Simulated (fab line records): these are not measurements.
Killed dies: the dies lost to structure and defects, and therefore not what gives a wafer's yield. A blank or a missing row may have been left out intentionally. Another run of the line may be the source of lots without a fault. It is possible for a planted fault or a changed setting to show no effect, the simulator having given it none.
Lot-split experiment -- flow n5-finfet -- 7 lots, 21 wafers read, on a route of 1938 steps

SPLIT DETAILS
At N5_BEOL_M10_ILD_DEP_00 (deposits SiCOH lowk from DEMS/porogen, target thk 308.51 nm, time 58 s), the setting time-s was moved away from the recipe's 58 s on 4 of the 21 wafers read, by -8.3% to +10.1%. This setting was run at the recipe's value on the other wafers.

SPLIT TO READING: what lies between them in the file, 1 step
- N5_BEOL_M10_CURE_71: cures SiCOH lowk, time 240 s

THE READING
M10_ILD_THK, in nm, at N5_BEOL_M10_THK_MEAS_01. On this fab line, fault-free wafers typically give 268 nm with a standard deviation of 3.3 nm.

wafer,"tool, chamber at the split","time-s as run, s",against the recipe,"M10_ILD_THK, nm",against lot-mates on the recipe
L075.1,"pecvd-03, 2",58,recipe,267,-
L075.3,"pecvd-03, 0",55.78,-3.8%,254,-16
L075.5,"pecvd-03, 0",58,recipe,272,-
L082.1,"pecvd-03, 2",55.44,-4.4%,256,-14
L082.4,"pecvd-03, 2",58,recipe,271,-
L082.5,"pecvd-03, 1",58,recipe,270,-
L081.4,"pecvd-02, 0",58,recipe,273,-
L081.5,"pecvd-02, 1",58,recipe,272,-
L081.6,"pecvd-02, 2",58,recipe,270,-
L085.2,"pecvd-01, 2",58,recipe,269,-
L085.4,"pecvd-01, 0",58,recipe,271,-
L085.6,"pecvd-01, 1",58,recipe,270,-
L086.4,"pecvd-01, 2",63.87,+10.1%,303,+32
L086.5,"pecvd-01, 1",58,recipe,271,-
L086.6,"pecvd-01, 0",58,recipe,270,-
L089.4,"pecvd-02, 0",58,recipe,274,-
L089.5,"pecvd-02, 1",58,recipe,271,-
L089.6,"pecvd-02, 2",58,recipe,268,-
L097.1,"pecvd-01, 0",58,recipe,263,-
L097.2,"pecvd-01, 1",58,recipe,262,-
L097.3,"pecvd-01, 2",53.19,-8.3%,245,-18

FIT RESULTS
A straight line over all 21 wafers: M10_ILD_THK changes by +3.22 nm for each +1% of time-s; r = +0.96; the points scatter about the line by 3.1 nm.
The same after taking each lot's own level away (the mean of its wafers on the recipe; 21 wafers): +2.91 nm for each +1%; r = +0.97; scatter 2.4 nm.
The reading moves by 29 nm for the largest change in time-s, on that fit.
Measured against the standard deviation above, the lots' own levels, which go from 262.5 to 271.7 nm, span 2.8 times it.
Hence the slope depends on the lot-to-lot level, as the two fits are not the same.
Check: with one of the wafers moved furthest among these (+10.1%) left out of the fit, the line predicts +25.7 nm for it against its lot-mates. It came out at +32.5 nm against them.

OTHER SPLITS ON THESE WAFERS
These wafers also went through other splits before the reading. Each is held against what the fit with the lots' levels taken away leaves over:
other split on the same wafers,wafers away from the commonest value,r with M10_ILD_THK (lot level and that fit taken away)
N5_BEOL_M6_TRENCH_ETCH_37 time-s,7,-0.21
N5_BEOL_M7_ETCH_41 bias-w,6,-0.11
N5_BEOL_M8_DESCUM_33 time-s,6,+0.01
N5_BEOL_M8_VIA_ETCH_34 bias-w,10,-0.26
N5_BEOL_M9_ETCH_62 time-s,4,+0.34

THE WHOLE CHAIN: every reading that the file lists as answering this split, in the file's order
step,what it does,reading,change (the file's fit),r (the file's)
N5_BEOL_M10_ILD_DEP_00,"deposits SiCOH lowk from DEMS/porogen, target thk 308.51 nm, time 58 s","SiCOH_lowk_of_BEOL_M10_ILD_DEP_00.thk-nm (the simulator's own value, which no gauge read)",+3.23 nm for each +1% of the setting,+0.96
N5_BEOL_M10_CURE_71,"cures SiCOH lowk, time 240 s","SiCOH_lowk_of_BEOL_M10_ILD_DEP_00.thk-nm (the simulator's own value, which no gauge read)",+2.86 nm for each +1% of the setting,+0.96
N5_BEOL_M10_THK_MEAS_01,,M10_ILD_THK,+2.87 for each +1% of the setting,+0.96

THE FILE'S OWN FIT
M10_ILD_THK changes by +2.87 nm for each +1% of time-s, r = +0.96.
